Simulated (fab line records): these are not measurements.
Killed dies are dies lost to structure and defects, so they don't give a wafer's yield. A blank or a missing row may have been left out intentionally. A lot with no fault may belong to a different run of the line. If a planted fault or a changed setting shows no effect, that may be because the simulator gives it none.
2 desks looking at one fault / flow n5Finfet / each desk holds nothing but its own numbers, with what lay behind them at the end
Where a reading is given only as a bound, like >300, the bound stands for it, and a mean or a difference that rests on one is marked > or <: the true number lies beyond.

== THE DEFECT DESK ==
Counts from the inspections along the route, per lot, as means over the sampled wafers that have a number. The brackets show how far a lot's mean lies from the usual mean; more than 4 standard deviations puts the lot out of limits, marked OUT.
Columns: A = rawDefectCount at N5_BEOL_M12_INSPECT_55, usual 68; B = rawDefectCount at N5_BEOL_M13_INSPECT_12, usual 2.0
lot=L980; first seen here=day 11 10:58; A=52; B=1.7
lot=L978; first seen here=day 11 13:23; A=41; B=3.3
lot=L981; first seen here=day 11 19:05; A=101; B=2.3
lot=L982; first seen here=day 12 21:41; A=87; B=2.7
lot=L985; first seen here=day 13 02:59; A=47; B=2.3
lot=L987; first seen here=day 13 13:35; A=63; B=2.3
lot=L995; first seen here=day 15 07:47; A=438 (+14) OUT; B=>300 (+99 or more) OUT
lot=L999; first seen here=day 16 02:31; A=48; B=2.7
lot=L997; first seen here=day 16 11:13; A=467 (+15) OUT; B=>300 (+99 or more) OUT
lot=L101; first seen here=day 17 05:53; A=50; B=1.3
Finding of this desk: L995, L997 out of limits; the first was L995 at day 15 07:47, on rawDefectCount at N5_BEOL_M12_INSPECT_55. L980, L978, L981, L982, L985, L987, L999, L101 stayed within limits.

== METROLOGY DESK ==
What the gauges read for every lot (on any tool): the sampled wafers with a number, averaged. The brackets show how far a lot's mean lies from the usual mean; more than 4 standard deviations puts the lot out of limits, marked OUT.
Columns: A = M12_THK at N5_BEOL_M12_THK_MEAS_50, usual 324 nm
lot=L980; first seen here=day 11 10:49; A=333
lot=L978; first seen here=day 11 13:14; A=325
lot=L981; first seen here=day 11 18:56; A=325
lot=L982; first seen here=day 12 21:31; A=323
lot=L985; first seen here=day 13 02:50; A=320
lot=L987; first seen here=day 13 13:26; A=318
lot=L995; first seen here=day 15 07:38; A=320
lot=L999; first seen here=day 16 02:22; A=324
lot=L997; first seen here=day 16 11:04; A=332
lot=L101; first seen here=day 17 05:44; A=323
This desk's verdict: no lot among the 10 shows anything out of limits.

== BROUGHT TOGETHER ==
The defect desk could have raised an alarm at day 15 07:47, on L995, L997.
The metrology desk saw nothing out of limits.
The metrology desk has L995, L997 on record, within its limits.
The lots listed all ran N5_BEOL_M12_PRE_CLEAN_52 on pecvd-02.

== WHAT HAD BEEN PUT IN BY THE SIMULATOR ==
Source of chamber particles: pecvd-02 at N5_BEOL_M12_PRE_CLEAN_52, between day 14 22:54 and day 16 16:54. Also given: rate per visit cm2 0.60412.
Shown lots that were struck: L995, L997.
Hours from the fault's start to each desk's first reading out of limits: the defect desk, 9.
